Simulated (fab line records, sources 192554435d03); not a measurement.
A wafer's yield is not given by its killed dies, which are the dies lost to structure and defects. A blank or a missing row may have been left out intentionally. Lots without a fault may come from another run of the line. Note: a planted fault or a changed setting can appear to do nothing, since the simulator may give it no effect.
fab line records ; flow n5_finfet
[record] lots = 5; wafers = 15; last_day = 17
route steps=1938 shown PASSIVATION@1898
lots with no fault: from the same line, run without faults
start_h: the number of hours between the record's first day and the start of the first shown wafer of the lot ; wait_h: hours elapsed since this lot's preceding step ; " the same as in the row above ; L1.1+2: a row that stands for several wafers ; - no value, or no start was given ; * or withheld: withheld ; < > ~ a bound
route shown NAME@n: NAME is a module with steps in the file, n the number in the route of the first one ; usual: average and standard deviation across the fault-free wafers ; same: alike in all rows ; chamber/n: place in a boat ; sites: readings site by site ; _std_site: how widely they spread, as a standard deviation ; _edge_site: outer sites' mean less inner sites' ; radius_mm: how far each site lies from the wafer's centre ; mask NAME#n: copy n ; behind: the most recent tool/chamber to have shaped the wafer ; hold: cause of the lot's hold/its duration in hours/its outcome ; device: which transistor (n, p or np) failed to switch ; end of line: tests of these same wafers at the route's end ; a step with no rows: only its recipe ; killed: not the wafer's yield, but the dies lost to structure and defects at the first sort ; map: per-die view of a wafer (x killed, . not killed, _ where there is no die)
set.NAME: the setting that was run; set.NAME@STEP: the one run at that earlier step ; model.NAME: the simulator's own value behind a step, which no gauge read
lots at some steps of the route; a table a step, a row a wafer
services: when a tool's chamber went out of use (start_h, in hours from the record's first day, below 0 if earlier), for how many hours, and the reason
[[steps]]
[step N5_PASSIVATION_COAT_24]
[recipe] spin_rpm = 3000; resist_thk_nm = withheld
[step N5_PASSIVATION_EBR_26]
[recipe] solvent = PGMEA; ebr_width_mm = 1.5
[step N5_PASSIVATION_SOFTBAKE_25]
[recipe] temp_c = 100; time_s = 90
[step N5_PASSIVATION_EXPOSE_27]
[recipe] mask_id = PAD; na = 0.55; source_shape = conventional; sigma_outer = 0.8; polarization = unpolarized; defocus_nm = 0; dose_mj = 32.3
[step N5_PASSIVATION_PEB_28]
[recipe] peb_temp_c = withheld; peb_time_s = *
[step N5_PASSIVATION_DEVELOP_29]
[recipe] develop_time_s = 60; rinse_liquid = diw; dry = air_spin; dev_temp_c = 21
[step N5_PASSIVATION_HARDBAKE_31]
[recipe] temp_c = 130; time_s = 120
[step N5_PASSIVATION_CD_MEAS_30]
[recipe] target_cd_nm = 4000; landing_energy_ev = 500; detector = se_inlens; polarity = opening
[usual] cd_nm = 3999.7/1.4
lot.wafer;tool;chamber;start_h;wait_h;cd_nm
L120.2;cd_sem-03;0;301.18;-;3998.4
L120.3;cd_sem-03;0;301.18;-;3997.9
L120.5;cd_sem-03;0;301.18;-;3999.7
L122.1;cd_sem-02;0;319.41;-;4000.7
L122.4;cd_sem-02;0;319.41;-;4000.8
L122.5;cd_sem-02;0;319.41;-;3999.9
L125.1;cd_sem-03;0;330.76;-;3997.6
L125.5;cd_sem-03;0;330.76;-;3999.2
L125.6;cd_sem-03;0;330.76;-;3999.4
L127.1;cd_sem-02;0;340.12;-;3997.0
L127.4;cd_sem-02;0;340.12;-;3993.9
L127.5;cd_sem-02;0;340.12;-;3996.5
L133.1;cd_sem-01;0;397.37;-;4000.5
L133.2;cd_sem-01;0;397.37;-;3999.8
L133.5;cd_sem-01;0;397.37;-;3999.7
[step N5_PASSIVATION_OVL_MEAS_63]
[recipe] points_per_wafer = 44
[usual] PAD_OVL = 1/5.7
lot.wafer;tool;chamber;start_h;wait_h;PAD_OVL[nm]
L120.2;overlay-02;0;301.21;0.0;2
L120.3;overlay-02;0;301.21;0.0;4
L120.5;overlay-02;0;301.21;0.0;5
L122.1;overlay-01;0;319.44;0.0;1
L122.4;overlay-01;0;319.44;0.0;0
L122.5;overlay-01;0;319.44;0.0;-1
L125.1;overlay-01;0;330.79;0.0;3
L125.5;overlay-01;0;330.79;0.0;-1
L125.6;overlay-01;0;330.79;0.0;0
L127.1;overlay-01;0;340.15;0.0;1
L127.4;overlay-01;0;340.15;0.0;7
L127.5;overlay-01;0;340.15;0.0;6
L133.1;overlay-02;0;397.40;0.0;-4
L133.2;overlay-02;0;397.40;0.0;-10
L133.5;overlay-02;0;397.40;0.0;-11
[step N5_PASSIVATION_INSPECT_64]
[recipe] mode = adi; inspect_instrument = macro
[usual] raw_defect_count = 1.8/1.3
lot.wafer;tool;chamber;start_h;wait_h;raw_defect_count
L120.2;defect_inspect-02;-;301.23;0.0;4
L120.3;defect_inspect-02;-;301.23;0.0;1
L120.5;defect_inspect-02;-;301.23;0.0;1
L122.1;defect_inspect-01;-;319.47;0.0;1
L122.4;defect_inspect-01;-;319.47;0.0;4
L122.5;defect_inspect-01;-;319.47;0.0;0
L125.1;defect_inspect-01;-;330.82;0.0;1
L125.5;defect_inspect-01;-;330.82;0.0;3
L125.6;defect_inspect-01;-;330.82;0.0;2
L127.1;defect_inspect-01;-;340.17;0.0;1
L127.4;defect_inspect-01;-;340.17;0.0;1
L127.5;defect_inspect-01;-;340.17;0.0;2
L133.1;defect_inspect-01;-;397.42;0.0;4
L133.2;defect_inspect-01;-;397.42;0.0;3
L133.5;defect_inspect-01;-;397.42;0.0;3
[step N5_PASSIVATION_DESCUM_32]
[recipe] chemistry = O2; time_s = 7.9; source_power_w = 50; bias_power_w = 20; pressure_mtorr = 20; rf_frequency_hz = 2.712e+07; temp_c = 40; o2_flow_sccm = 225
[usual] drypump_motor_current_A = 5.6/0.53; oes_product_au = 0.81/0.077; rf_vpp_V = 243.3/1.1; showerhead_plenum_p_Torr = 2.09/0.052; temp_c = 39.99/0.11; throttle_valve_pct = 20.34/0.19
lot.wafer;tool;chamber;start_h;wait_h;drypump_motor_current_A;oes_product_au;rf_hours_counter_h;rf_vpp_V;showerhead_plenum_p_Torr;temp_c;throttle_valve_pct
L120.2;rie_diel-04;0;301.26;0.0;6.3;0.79;103;243.5;2.11;40.02;19.99
L120.3;rie_diel-04;1;301.26;0.0;5.4;0.68;241;243.6;2.06;40.01;20.65
L120.5;rie_diel-04;2;301.26;0.0;5.1;0.84;-;242.6;2.10;39.86;20.18
L122.1;rie_diel-04;0;319.60;0.1;6.3;0.77;111;245.2;2.11;40.05;20.00
L122.4;rie_diel-04;2;319.60;0.1;5.2;0.83;93;242.8;2.10;40.22;20.16
L122.5;rie_diel-04;2;319.60;0.1;5.1;0.82;-;243.5;2.10;40.11;20.17
L125.1;rie_diel-04;0;330.85;0.0;6.3;0.77;116;244.1;2.11;40.12;20.02
L125.5;rie_diel-04;2;330.85;0.0;5.1;0.82;-;243.5;2.10;39.95;20.16
L125.6;rie_diel-04;3;330.85;0.0;5.5;0.73;-;243.5;2.09;40.04;20.51
L127.1;rie_diel-02;3;340.21;0.0;5.9;0.83;89;244.6;2.20;39.97;20.23
L127.4;rie_diel-02;0;340.21;0.0;5.0;0.85;48;244.1;2.22;39.99;20.32
L127.5;rie_diel-02;3;340.21;0.0;5.9;0.83;-;243.4;2.20;40.04;20.24
L133.1;rie_diel-06;0;397.46;0.0;5.8;0.91;31;242.4;2.04;39.99;20.14
L133.2;rie_diel-06;2;397.46;0.0;6.1;0.75;130;242.4;2.02;40.01;20.49
L133.5;rie_diel-06;3;397.46;0.0;5.0;0.88;-;242.4;2.04;39.95;20.29
[step N5_PASSIVATION_AL_ETCH_33]
[recipe] chemistry = Cl2/BCl3; target_depth_a = 28000; over_etch_frac = 0.15; Cl2_flow_sccm = 180; bcl3_flow_sccm = 60; target = Al; stop_on = TaN; time_s = 466.7; ion_energy_ev = 100; pressure_mtorr = 10; icp_w = 900; bias_w = 100
[usual] drypump_motor_current_A = 6.00/0.21; oes_product_au = 0.72/0.093; throttle_valve_pct = 34.48/0.16
lot.wafer;tool;chamber;start_h;wait_h;drypump_motor_current_A;oes_product_au;rf_hours_counter_h;throttle_valve_pct
L120.2;rie_metal-02;0;301.36;0.1;6.11;0.84;5;34.67
L120.3;rie_metal-02;0;301.36;0.1;6.13;0.85;-;34.67
L120.5;rie_metal-02;1;301.36;0.1;5.82;0.64;-;34.39
L122.1;rie_metal-03;1;319.69;0.1;6.16;0.71;36;34.23
L122.4;rie_metal-03;1;319.69;0.1;6.13;0.72;-;34.21
L122.5;rie_metal-03;0;319.69;0.1;5.79;0.83;-;34.53
L125.1;rie_metal-03;1;330.94;0.1;6.13;0.72;38;34.21
L125.5;rie_metal-03;1;330.94;0.1;6.12;0.71;-;34.22
L125.6;rie_metal-03;0;330.94;0.1;5.78;0.82;-;34.50
L127.1;rie_metal-02;0;340.29;0.1;6.07;0.82;10;34.67
L127.4;rie_metal-02;1;340.29;0.1;5.82;0.64;-;34.37
L127.5;rie_metal-02;0;340.29;0.1;6.04;0.83;-;34.65
L133.1;rie_metal-03;1;397.54;0.1;6.15;0.70;43;34.20
L133.2;rie_metal-03;0;397.54;0.1;5.79;0.80;14;34.51
L133.5;rie_metal-03;1;397.54;0.1;6.13;0.71;-;34.20
[step N5_PASSIVATION_ETCH_59]
[recipe] chemistry = Cl2/BCl3; target = TaN; target_depth_a = 650; time_s = 34.9; ion_energy_ev = 100; pressure_mtorr = 10; icp_w = 900; bias_w = 100; Cl2_flow_sccm = 60; bcl3_flow_sccm = 30
[usual] drypump_motor_current_A = 5.99/0.21; oes_product_au = 0.79/0.11; throttle_valve_pct = 21.24/0.11
lot.wafer;tool;chamber;start_h;wait_h;drypump_motor_current_A;oes_product_au;rf_hours_counter_h;throttle_valve_pct;model.etch.depth_nm
L120.2;rie_metal-02;0;301.76;0.3;6.09;0.94;5;21.35;65.56
L120.3;rie_metal-02;0;301.76;0.3;6.13;0.94;-;21.38;65.12
L120.5;rie_metal-02;1;301.76;0.3;5.86;0.71;-;21.22;65.12
L122.1;rie_metal-03;1;320.09;0.3;6.20;0.81;36;21.00;66.97
L122.4;rie_metal-03;1;320.09;0.3;6.11;0.81;-;20.98;67.5
L122.5;rie_metal-03;0;320.09;0.3;5.75;0.94;-;21.29;66.54
L125.1;rie_metal-03;1;331.34;0.3;6.16;0.81;38;21.01;66.81
L125.5;rie_metal-03;1;331.34;0.3;6.15;0.81;-;21.00;67.28
L125.6;rie_metal-03;0;331.34;0.3;5.74;0.93;-;21.32;66.09
L127.1;rie_metal-02;0;340.69;0.3;6.07;0.91;10;21.35;65.69
L127.4;rie_metal-02;1;340.69;0.3;5.82;0.61;-;21.47;52.93
L127.5;rie_metal-02;0;340.69;0.3;6.14;0.90;-;21.36;65.61
L133.1;rie_metal-03;1;397.94;0.3;6.16;0.80;43;21.01;67.38
L133.2;rie_metal-03;0;397.94;0.3;5.76;0.89;14;21.34;65.89
L133.5;rie_metal-03;1;397.94;0.3;6.12;0.79;-;21.03;66.77
[step N5_PASSIVATION_STRIP_34]
[recipe] chemistry = O2; power_w = 600; temp_c = 60; pressure_mtorr = 30; rf_frequency_hz = 6e+07; bias_power_w = 0; overash_fraction = 2; o2_flow_sccm = 225
[step N5_PASSIVATION_STRIP_51]
[recipe] chemistry = post_etch_residue_remover; time_s = 1200; temp_c = 72.5
[step N5_PASSIVATION_CLEAN_69]
[recipe] chemistry = IPA; time_s = 180; temp_c = 25
[step N5_PASSIVATION_SRD_70]
[recipe] dry = ipa_marangoni; time_s = 30; temp_c = 23; rinse_liquid = diw
[step N5_PASSIVATION_PECVD_53]
[recipe] material = SiO2; target_thk_a = 8000; temp_c = 400; precursor = TEOS/O2; pressure_torr = 6.5; rf_w = withheld; teos_flow_sccm = withheld; gas = O2; flow_sccm = 2650; time_s = 169.4
[step N5_PASSIVATION_PECVD_35]
[recipe] material = SiNx; target_thk_a = 7000; temp_c = 400; precursor = SiH4/NH3/N2; pressure_torr = 4.9; rf_w = 1406; time_s = 151.3
[usual] heater_power_w = 482/100; showerhead_plenum_p_Torr = 8.67/0.048; susceptor_temp_C = 400.02/0.24; throttle_valve_pct = 28.6/1.3
lot.wafer;tool;chamber;start_h;wait_h;heater_power_w;showerhead_plenum_p_Torr;susceptor_temp_C;throttle_valve_pct
L120.2;pecvd-01;1;302.52;0.1;530;8.62;400.34;28.9
L120.3;pecvd-01;0;302.52;0.1;499;8.67;400.10;29.1
L120.5;pecvd-01;0;302.52;0.1;517;8.69;399.96;29.0
L122.1;pecvd-04;1;320.91;0.1;400;8.61;399.59;29.9
L122.4;pecvd-04;2;320.91;0.1;528;8.68;400.01;26.4
L122.5;pecvd-04;0;320.91;0.1;689;8.70;399.99;29.4
L125.1;pecvd-04;2;332.20;0.1;429;8.70;400.22;26.8
L125.5;pecvd-04;0;332.20;0.1;680;8.71;400.10;29.3
L125.6;pecvd-04;1;332.20;0.1;330;8.62;400.24;29.7
L127.1;pecvd-02;0;341.46;0.1;513;8.77;400.08;28.5
L127.4;pecvd-02;1;341.46;0.1;430;8.63;399.88;28.6
L127.5;pecvd-02;0;341.46;0.1;522;8.76;400.18;28.4
L133.1;pecvd-01;2;398.71;0.1;484;8.66;400.01;27.3
L133.2;pecvd-01;0;398.71;0.1;410;8.67;400.35;29.0
L133.5;pecvd-01;1;398.71;0.1;534;8.63;399.92;28.8
[step N5_PASSIVATION_HMDS_37]
[recipe] time_s = 60; temp_c = 120
[step N5_PASSIVATION_COAT_38]
[recipe] spin_rpm = 3000; resist_thk_nm = withheld
[step N5_PASSIVATION_EBR_40]
[recipe] solvent = PGMEA; ebr_width_mm = 1.5
[step N5_PASSIVATION_SOFTBAKE_39]
[recipe] temp_c = 110; time_s = 120
[step N5_PASSIVATION_EXPOSE_41]
[recipe] mask_id = PASS_OPEN; na = 0.55; defocus_nm = 0; source_shape = conventional; sigma_outer = 0.8; polarization = unpolarized; target_cd_nm = 40000; dose_mj = 57.25
[step N5_PASSIVATION_PEB_42]
[recipe] peb_temp_c = withheld; peb_time_s = *
[step N5_PASSIVATION_DEVELOP_43]
[recipe] develop_time_s = 60; rinse_liquid = diw; dry = air_spin; dev_temp_c = 21
[step N5_PASSIVATION_HARDBAKE_45]
[recipe] temp_c = 130; time_s = 120
[step N5_PASSIVATION_CD_MEAS_44]
[recipe] target_cd_nm = 40000; landing_energy_ev = 500; detector = se_inlens
[usual] cd_nm = 40000/2.7
lot.wafer;tool;chamber;start_h;wait_h;cd_nm
L120.2;cd_sem-03;0;302.96;-;40004
L120.3;cd_sem-03;0;302.96;-;40002
L120.5;cd_sem-03;0;302.96;-;40006
L122.1;cd_sem-02;0;321.47;-;39997
L122.4;cd_sem-02;0;321.47;-;39998
L122.5;cd_sem-02;0;321.47;-;39998
L125.1;cd_sem-01;0;332.76;-;40002
L125.5;cd_sem-01;0;332.76;-;40002
L125.6;cd_sem-01;0;332.76;-;39995
L127.1;cd_sem-01;0;342.02;-;39995
L127.4;cd_sem-01;0;342.02;-;39996
L127.5;cd_sem-01;0;342.02;-;39996
L133.1;cd_sem-01;0;399.27;-;40001
L133.2;cd_sem-01;0;399.27;-;40001
L133.5;cd_sem-01;0;399.27;-;40006
[step N5_PASSIVATION_OVL_MEAS_66]
[recipe] points_per_wafer = 44
[usual] PASS_OPEN_OVL = 2/6.3
lot.wafer;tool;chamber;start_h;wait_h;PASS_OPEN_OVL[nm]
L120.2;overlay-02;0;302.99;0.0;-1
L120.3;overlay-02;0;302.99;0.0;-2
L120.5;overlay-02;0;302.99;0.0;-5
L122.1;overlay-01;0;321.50;0.0;8
L122.4;overlay-01;0;321.50;0.0;12
L122.5;overlay-01;0;321.50;0.0;13
L125.1;overlay-01;0;332.79;0.0;4
L125.5;overlay-01;0;332.79;0.0;0
L125.6;overlay-01;0;332.79;0.0;-4
L127.1;overlay-02;0;342.05;0.0;11
L127.4;overlay-02;0;342.05;0.0;11
L127.5;overlay-02;0;342.05;0.0;5
L133.1;overlay-02;0;399.30;0.0;2
L133.2;overlay-02;0;399.30;0.0;0
L133.5;overlay-02;0;399.30;0.0;3
[step N5_PASSIVATION_INSPECT_67]
[recipe] mode = adi; inspect_instrument = macro
[usual] raw_defect_count = 2.2/1.3
lot.wafer;tool;chamber;start_h;wait_h;raw_defect_count
L120.2;defect_inspect-01;-;303.01;0.0;3
L120.3;defect_inspect-01;-;303.01;0.0;4
L120.5;defect_inspect-01;-;303.01;0.0;1
L122.1;defect_inspect-02;-;321.52;0.0;1
L122.4;defect_inspect-02;-;321.52;0.0;2
L122.5;defect_inspect-02;-;321.52;0.0;3
L125.1;defect_inspect-01;-;332.81;0.0;3
L125.5;defect_inspect-01;-;332.81;0.0;1
L125.6;defect_inspect-01;-;332.81;0.0;4
L127.1;defect_inspect-02;-;342.07;0.0;2
L127.4;defect_inspect-02;-;342.07;0.0;3
L127.5;defect_inspect-02;-;342.07;0.0;2
L133.1;defect_inspect-01;-;399.32;0.0;2
L133.2;defect_inspect-01;-;399.32;0.0;0
L133.5;defect_inspect-01;-;399.32;0.0;2
[step N5_PASSIVATION_DESCUM_46]
[recipe] chemistry = O2; time_s = 7.9; source_power_w = 50; bias_power_w = 20; pressure_mtorr = 20; rf_frequency_hz = 2.712e+07; temp_c = 40; o2_flow_sccm = 225
[usual] drypump_motor_current_A = 5.6/0.55; oes_product_au = 0.82/0.075; rf_vpp_V = 243.1/1.3; showerhead_plenum_p_Torr = 2.09/0.057; temp_c = 40.00/0.11; throttle_valve_pct = 20.34/0.18
lot.wafer;tool;chamber;start_h;wait_h;drypump_motor_current_A;oes_product_au;rf_hours_counter_h;rf_vpp_V;showerhead_plenum_p_Torr;temp_c;throttle_valve_pct
L120.2;rie_diel-06;1;303.09;0.1;5.3;0.83;57;243.5;2.13;40.01;20.50
L120.3;rie_diel-06;3;303.09;0.1;5.0;0.96;16;241.9;2.05;40.14;20.26
L120.5;rie_diel-06;2;303.09;0.1;6.1;0.79;-;242.2;2.03;40.24;20.44
L122.1;rie_diel-04;0;321.60;0.1;6.2;0.78;112;244.1;2.11;40.13;20.00
L122.4;rie_diel-04;1;321.60;0.1;5.5;0.68;249;241.3;2.06;39.88;20.65
L122.5;rie_diel-04;0;321.60;0.1;6.3;0.77;-;244.5;2.11;39.92;20.00
L125.1;rie_diel-02;1;333.61;0.8;6.7;0.86;71;242.5;2.04;39.94;20.35
L125.5;rie_diel-02;1;333.61;0.8;6.7;0.86;-;241.3;2.04;39.93;20.34
L125.6;rie_diel-02;0;333.61;0.8;5.0;0.85;-;244.7;2.22;39.98;20.35
L127.1;rie_diel-04;3;342.18;0.1;5.5;0.74;178;243.3;2.08;40.01;20.51
L127.4;rie_diel-04;1;342.18;0.1;5.5;0.99;1;243.8;2.06;39.87;20.27
L127.5;rie_diel-04;2;342.18;0.1;5.1;0.83;-;244.6;2.10;40.29;20.15
L133.1;rie_diel-02;1;399.38;0.1;6.7;0.83;93;240.3;2.03;40.05;20.38
L133.2;rie_diel-02;3;399.38;0.1;5.9;0.81;106;244.2;2.19;40.00;20.24
L133.5;rie_diel-02;2;399.38;0.1;4.9;0.73;-;243.2;2.08;40.01;20.69
[step N5_PASSIVATION_PASS_ETCH_47]
[recipe] chemistry = CF4/O2; target = SiNx; target_depth_a = 7700; time_s = 385; ion_energy_ev = 100; pressure_mtorr = 40; source_w = 535; bias_w = 49; Ar_flow_sccm = 100; cf4_flow_sccm = 100; O2_flow_sccm = 10
[step N5_PASSIVATION_ETCH_54]
[recipe] chemistry = CHF3/O2; target = SiO2; target_depth_a = 8800; CHF3_flow_sccm = 50; O2_flow_sccm = 5; Ar_flow_sccm = 200; time_s = 440; mask_material = PR; pressure_mtorr = 30; source_w = 650; bias_w = 170; ion_energy_ev = 200
[step N5_PASSIVATION_STRIP_48]
[recipe] chemistry = O2; power_w = 600; temp_c = 60; pressure_mtorr = 30; rf_frequency_hz = 6e+07; bias_power_w = 0; overash_fraction = 0.5; o2_flow_sccm = 225
[usual] drypump_motor_current_A = 5.6/0.55; oes_product_au = 0.82/0.076; rf_vpp_V = 3.5/2.4; showerhead_plenum_p_Torr = 2.09/0.057; temp_c = 60.00/0.12; throttle_valve_pct = 16.58/0.19
lot.wafer;tool;chamber;start_h;wait_h;drypump_motor_current_A;oes_product_au;rf_hours_counter_h;rf_vpp_V;showerhead_plenum_p_Torr;temp_c;throttle_valve_pct
L120.2;rie_diel-06;1;303.64;0.1;5.3;0.82;58;1.3;2.13;60.03;16.78
L120.3;rie_diel-06;3;303.64;0.1;4.9;0.95;16;0.3;2.06;60.15;16.49
L120.5;rie_diel-06;2;303.64;0.1;6.1;0.81;-;4.1;2.03;60.02;16.70
L122.1;rie_diel-04;0;322.15;0.1;6.3;0.78;113;10.4;2.11;59.79;16.30
L122.4;rie_diel-04;1;322.15;0.1;5.5;0.67;250;0.2;2.06;59.89;16.97
L122.5;rie_diel-04;0;322.15;0.1;6.2;0.78;-;1.4;2.11;59.97;16.29
L125.1;rie_diel-02;1;334.16;0.1;6.7;0.83;71;8.9;2.04;59.96;16.62
L125.5;rie_diel-02;1;334.16;0.1;6.7;0.85;-;0.8;2.04;59.87;16.65
L125.6;rie_diel-02;0;334.16;0.1;5.0;0.84;-;9.1;2.22;59.98;16.47
L127.1;rie_diel-04;3;342.73;0.1;5.5;0.74;178;2.8;2.09;60.16;16.69
L127.4;rie_diel-04;1;342.73;0.1;5.4;0.98;1;3.3;2.06;60.24;16.51
L127.5;rie_diel-04;2;342.73;0.1;5.1;0.81;-;1.0;2.10;60.00;16.37
L133.1;rie_diel-02;1;399.94;0.1;6.7;0.82;94;3.1;2.03;59.78;16.60
L133.2;rie_diel-02;3;399.94;0.1;5.9;0.81;106;5.7;2.20;59.90;16.49
L133.5;rie_diel-02;2;399.94;0.1;4.9;0.74;-;2.7;2.08;59.93;16.97
[step N5_PASSIVATION_STRIP_52]
[recipe] chemistry = post_etch_residue_remover; time_s = 1200; temp_c = 72.5
[step N5_PASSIVATION_CLEAN_71]
[recipe] chemistry = IPA; time_s = 180; temp_c = 25
[step N5_PASSIVATION_SRD_72]
[recipe] dry = ipa_marangoni; time_s = 30; temp_c = 23; rinse_liquid = diw
[step N5_PASSIVATION_ANNEAL_56]
[recipe] temp_c = 400; time_s = 1800; ambient = FGA; idle_temp_c = 300; ramp_up_c_per_min = 5; ramp_down_c_per_min = 3
[step N5_PASSIVATION_PROBE_49]
[usual] defect_limited_yield = 91.3/1.3; killed_at_M0_to_M3 = 33/8.9; killed_at_M4_up = 15/5.4; killed_at_contacts = 13/5.8; killed_at_front_end = 39/9.9; killed_at_other = 3.2/2.9; killed_dies = 102/15; killed_open = 68/12; killed_short = 34/7.6; sort_bin_5_function = 5.1/0.89; sort_bin_6_memory = 3.2/0.63; sort_n_pass = 1078/15; sort_yield_pct = 91.3/1.3
[same] gross_dies = 1180; killed_at_back_side = 0; sort_bin_4_leakage[%] = 0; sort_bin_8_speed[%] = 0
lot.wafer;tool;chamber;start_h;wait_h;defect_limited_yield[%];killed_at_M0_to_M3;killed_at_M4_up;killed_at_contacts;killed_at_front_end;killed_at_other;killed_dies;killed_open;killed_short;sort_bin_5_function[%];sort_bin_6_memory[%];sort_n_pass;sort_yield_pct[%]
L127.4;prober-02;-;345.41;0.2;90.0;31;13;5;57;12;118;55;53;6.5;3.3;1062;90.0
// killed by level:class
L127.4 FIN_SAQP:geometric_particle:short=23 STI_FIN_REVEAL:geometric_particle:open=11 PASSIVATION:area_etch=9 FIN_SAQP:geometric_particle:open=8 BEOL_M2:geometric_particle:open=8 BEOL_M5:geometric_particle:short=6 BEOL_M0_SAQP:geometric_particle:short=5 BEOL_M0_SAQP:geometric_particle:open=4
// map L127.4 (x killed, . not)
_________________..x.........________________
______________...........x..x..x_____________
___________........................__________
__________....x........x.....x......_________
________................x..x.........._______
_______...................x.x..x......x______
______...........x.x....x....xx..x....x._____
_____....x............x..................____
____.........x...x....x.............x.....___
___.....x.................x...........xx..x__
___............x......x.............x......__
__...x..x.................x................._
__.....................x..........x........._
_..x....x....................................
_.x..............x...........x.......x..x..x.
_......................x......x..x.......x...
_..........x.................x......x........
_........x.........x......xx..............x.x
_....................x.x......x.............x
_............................x...............
_....................................x.x.....
__...x.......................x....xx........_
__..............................x..........._
___...........x.......x....x....x..........__
___...........xx.........x.................__
____...........x....x.........x........x..___
_____.........x.xx.......x....xx.....xxx.____
______x.......x.......x...xx...x.....xx._____
_______.......x...x....................______
________x..x..x........x....x........._______
__________.....xx.........x..x......_________
___________..x.x..........x.x......__________
______________.................._____________
_________________....xx.....x________________
// map L120.5 (x killed, . not)
_________________...........x________________
______________.................._____________
___________..........x........x.xx.__________
__________....x....................._________
________...................x.........._______
_______........x.......................______
______..x.........x..x....x...x........._____
_____...............x....................____
____.........x...x.x......................___
___....x...................................__
___.......x...............x..............x.__
__........x.......xx........................_
__...x..............x.x..............x.x...._
_................x......x.....x..............
_........................x...................
_.x.......x................x..x..............
_..........x................x................
_..x.x.........x........x..........x.........
_.......x..................x.x...............
_...x............x...............x...x..x....
_...x.........x...x..........................
__...x....................x......x.........._
__......................................x..._
___x.....x......x...............x..........__
___.......x.....x..xx.................x..x.__
____.........................x...x......x.___
_____........x...........................____
______.................................._____
_______....x.........x................x______
________......................x......._______
__________x......x............x....._________
___________........................__________
______________..............x..._____________
_________________...........x________________
[[services]]
tool;chamber;start_h;hours;kind
rie_diel-04;1;283.96;9.8;repair
rie_metal-02;-;290.93;2.8;pm
rie_diel-06;0;291.93;-;clean
rie_diel-06;0;291.93;-;consumable_replace:focus_ring
rie_diel-06;0;291.93;14.4;scheduled_down
rie_diel-06;0;291.93;14.4;vent_cycle
rie_diel-04;2;306.92;9.3;repair
rie_diel-04;1;322.19;-;clean
rie_diel-04;1;322.19;-;consumable_replace:focus_ring
rie_diel-04;1;322.19;16.8;scheduled_down
rie_diel-04;1;322.19;16.8;vent_cycle
pecvd-01;-;330.40;2.8;pm
rie_diel-02;0;360.62;1.7;repair
rie_diel-04;-;370.58;2.8;pm
pecvd-01;-;374.46;1.6;repair
rie_diel-02;3;381.32;10.0;repair
pecvd-02;1;383.66;-;clean
pecvd-02;1;383.66;-;consumable_replace:showerhead
rie_diel-04;3;392.98;7.8;repair
pecvd-04;-;395.56;0.6;repair
[[key]]
[first_sign] step = N5_PASSIVATION_PROBE_49; reading = killed_at_other; direction = up; sigmas = 3; usual = 3.2; struck = 12
effect none on later readings
[model_effect] step = N5_PASSIVATION_ETCH_59; value = etch.depth_nm; without = 64.82; struck = 52.93
met_at N5_PASSIVATION_ETCH_59
struck_wafers L127.4
onset_between 301.76 340.69
[fault] kind = process_parameter_drift; tool = rie_metal-02; chamber = 1; onset_h = 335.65; steps = N5_PASSIVATION_ETCH_59; channel = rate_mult; offset = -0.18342; shape = step
